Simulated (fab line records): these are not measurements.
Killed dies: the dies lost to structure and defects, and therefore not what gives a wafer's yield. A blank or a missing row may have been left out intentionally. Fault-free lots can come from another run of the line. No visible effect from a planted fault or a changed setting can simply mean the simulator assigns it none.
Which of the tools did it? -- flow nandHarc -- Sampling: 7 lots, 21 wafers, 4 of 1302 route steps

== WHAT THE GAUGES READ, wafer by wafer ==
NHARC_P_STI_CD_MEAS_09: the cd target is 200 nm.
lot,measured,on,cdNm (nm)
L899,day 3 10:55,cdSem-02,198.6 202.1 199.9
L905,day 5 18:58,cdSem-03,148.4 147.9 148.3
L909,day 7 09:58,cdSem-02,201.1 198.7 198.1
L911,day 8 04:09,cdSem-02,201.9 200.4 203.2
L915,day 9 22:38,cdSem-01,200.7 198.5 197.1
L918,day 11 04:22,cdSem-01,201.0 200.4 198.0
L920,day 12 00:38,cdSem-02,196.5 196.8 197.1

== WHICH TOOL RAN EACH LOT (tool, then ch and the chambers of the sampled wafers, then the start) ==
lot,NHARC_P_ZERO_WELL_DESCUM_13,NHARC_P_ZERO_WELL_ETCH_65,NHARC_P_STI_PEB_07
L899,"rieDiel-04 ch 1,2,3, day 2 07:28","rieDiel-04 ch 2,3, day 2 07:49","lithoTrack-05 ch 0, day 3 10:50"
L905,"rieDiel-09 ch 1,2, day 4 19:24","rieDiel-09 ch 0,1,2, day 4 19:29","lithoTrack-07 ch 0, day 5 18:52"
L909,"rieDiel-01 ch 1,2, day 6 11:23","rieDiel-01 ch 1,2,3, day 6 11:29","lithoTrack-03 ch 0, day 7 09:52"
L911,"rieDiel-04 ch 1,3, day 7 07:23","rieDiel-04 ch 0,1,2, day 7 07:29","lithoTrack-05 ch 0, day 8 04:04"
L915,"rieDiel-04 ch 0,1,3, day 8 23:31","rieDiel-04 ch 2,3, day 8 23:36","lithoTrack-03 ch 0, day 9 22:33"
L918,"rieDiel-04 ch 0,1,3, day 10 05:24","rieDiel-04 ch 1,2,3, day 10 05:32","lithoTrack-03 ch 0, day 11 04:17"
L920,"rieDiel-01 ch 1,2,3, day 11 01:25","rieDiel-01 ch 1,2,3, day 11 01:30","lithoTrack-07 ch 0, day 12 00:32"
- NHARC_P_ZERO_WELL_DESCUM_13: chemistry O2, time 3 s.
- NHARC_P_ZERO_WELL_ETCH_65: etches the open film in N2/H2, target depth 80 nm, overetch 24 nm, time 87.88 s.
- NHARC_P_STI_PEB_07: peb time 80 s.

== THE ANSWER, worked out from the rows above alone ==
Rule: the usual values come from the lots themselves. The widest of any qualifying gaps counts: lots, ordered by their means at a reading, are off when they make up no more than a third of the lots, leave a main group of 4 or more, and stand apart from it by 3 or more times the standard deviation of that group's means. The tables above print the reading to a certain number of digits; a main group whose means all agree to those digits is not used. A lot without any number at a reading at which 4 lots or more have one is off too. The other lots that the step has rows for count as sound.
Off: L905, at NHARC_P_STI_CD_MEAS_09 (cdNm). Main group: mean 199.4 nm, sd 1.5.
If a tool, at a process step before that reading, ran all the lots that are off and no sound lot after the first of them, it fits. Those tools and the gauges at NHARC_P_STI_CD_MEAS_09 are tried in the same way. Can't be told from this: 2 tools fit, rieDiel-09 at NHARC_P_ZERO_WELL_DESCUM_13 and NHARC_P_ZERO_WELL_ETCH_65, cdSem-03 at NHARC_P_STI_CD_MEAS_09.

== WHAT THE SIMULATOR PUT IN ==
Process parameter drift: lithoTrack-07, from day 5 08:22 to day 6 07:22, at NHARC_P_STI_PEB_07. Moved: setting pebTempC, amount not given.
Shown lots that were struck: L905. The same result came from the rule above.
